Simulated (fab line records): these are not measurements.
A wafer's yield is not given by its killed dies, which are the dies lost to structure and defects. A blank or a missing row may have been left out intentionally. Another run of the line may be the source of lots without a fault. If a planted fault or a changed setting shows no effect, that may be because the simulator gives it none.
fab line records | flow n5_finfet
[record] lots = 7 wafers = 39
route steps=1938 shown PASSIVATION@1915
start_h: the number of hours between the record's first day and the start of the first shown wafer of the lot | wait_h: hours elapsed since this lot's preceding step | " unchanged from the row above | L1.1+2: a single row standing in for several wafers | - no value, or no start was given | * or withheld: withheld | < > ~ a bound
route shown NAME@n: a module of which the file shows steps, and the number in the route of the first | usual: mean/standard deviation taken from wafers without a fault | same: alike in all rows | chamber/n: place in a boat | sites: readings site by site | _std_site: how widely they spread, as a standard deviation | _edge_site: the outer-site mean with the inner-site mean subtracted | radius_mm: how far each site lies from the wafer's centre | mask NAME#n: copy n | behind: the last tool/chamber to shape the wafer | hold: why the lot went on hold/how many hours it stayed there/how the hold came to an end | device: names the non-switching transistor (n, p or np) | end of line: the same wafers' tests at the end of the route | where a step has no rows: the recipe by itself | killed: dies lost to structure and defects at the first sort, not the wafer's yield | map: per-die view of a wafer (x killed, . not killed, _ where there is no die)
set.NAME: the run value of the setting; set.NAME@STEP: its run value at that earlier step | model.NAME: the simulator's own value behind a step, which no gauge read
one table per step and one row per wafer, for lots whose settings were changed on purpose
[[steps]]
[step N5_PASSIVATION_PECVD_53]
[recipe] material = SiO2 target_thk_a = 8000 temp_c = 400 precursor = TEOS/O2 pressure_torr = 6.5 rf_w = withheld teos_flow_sccm = withheld gas = O2 flow_sccm = 2650 time_s = 169.4
// columns lot.wafer tool chamber start_h wait_h set.time_s model.SiO2_of_PASSIVATION_PECVD_53.thk_nm
L075.1 pecvd-04 1 272.13 0.0 169.4 789
L075.4 " 0 " " 169.4 806.4
L075.5 " 1 " " 169.4 803.2
L077.1 pecvd-04 1 279.26 0.0 169.4 788.6
L077.2 " 0 " " 195.9 918.2
L077.3 " 2 " " 195.9 923.6
L077.4 " 0 " " 169.4 806.2
L077.5 " 2 " " 169.4 814
L077.6 " 1 " " 195.9 930.2
L078.1 pecvd-01 1 285.32 0.0 169.4 803
L078.2 " 0 " " 169.4 807
L078.3 " 2 " " 216.7 1021
L078.4 " 1 " " 216.7 1033
L078.5 " 2 " " 169.4 817.6
L078.6 " 0 " " 216.7 1043
L079.1 pecvd-03 1 285.97 0.0 169.4 782.6
L079.2 " 2 " " 169.4 782
L079.3 " 0 " " 169.4 790.2
L079.4 " 0 " " 169.4 799
L079.5 " 1 " " 169.4 807.8
L079.6 " 2 " " 169.4 791.2
L085.1 pecvd-03 0 343.52 0.0 101.8 473
L085.2 " 2 " " 169.4 782.6
L085.3 " 1 " " 101.8 469.2
L085.4 " 2 " " 169.4 778.4
L085.5 " 0 " " 169.4 790
L085.6 " 1 " " 101.8 478.8
L088.1 pecvd-03 2 372.99 0.0 169.4 781.4
L088.2 " 0 " " 169.4 786.8
L088.3 " 1 " " 199 935.8
L088.4 " 1 " " 199 944.8
L088.5 " 2 " " 199 938
L088.6 " 0 " " 169.4 802
L091.1 pecvd-04 2 377.06 0.0 169.4 812.4
L091.2 " 0 " " 169.4 788.8
L091.3 " 1 " " 169.4 796.2
L091.4 " 0 " " 169.4 804.6
L091.5 " 2 " " 169.4 815.4
L091.6 " 1 " " 169.4 810.2
[[key]]
[split] step = N5_PASSIVATION_PECVD_53 setting = time_s stated = 169.4 by = wafer
[response] step = N5_PASSIVATION_PECVD_53 reading = model.SiO2_of_PASSIVATION_PECVD_53.thk_nm change = +7.91 per = 1% r = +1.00
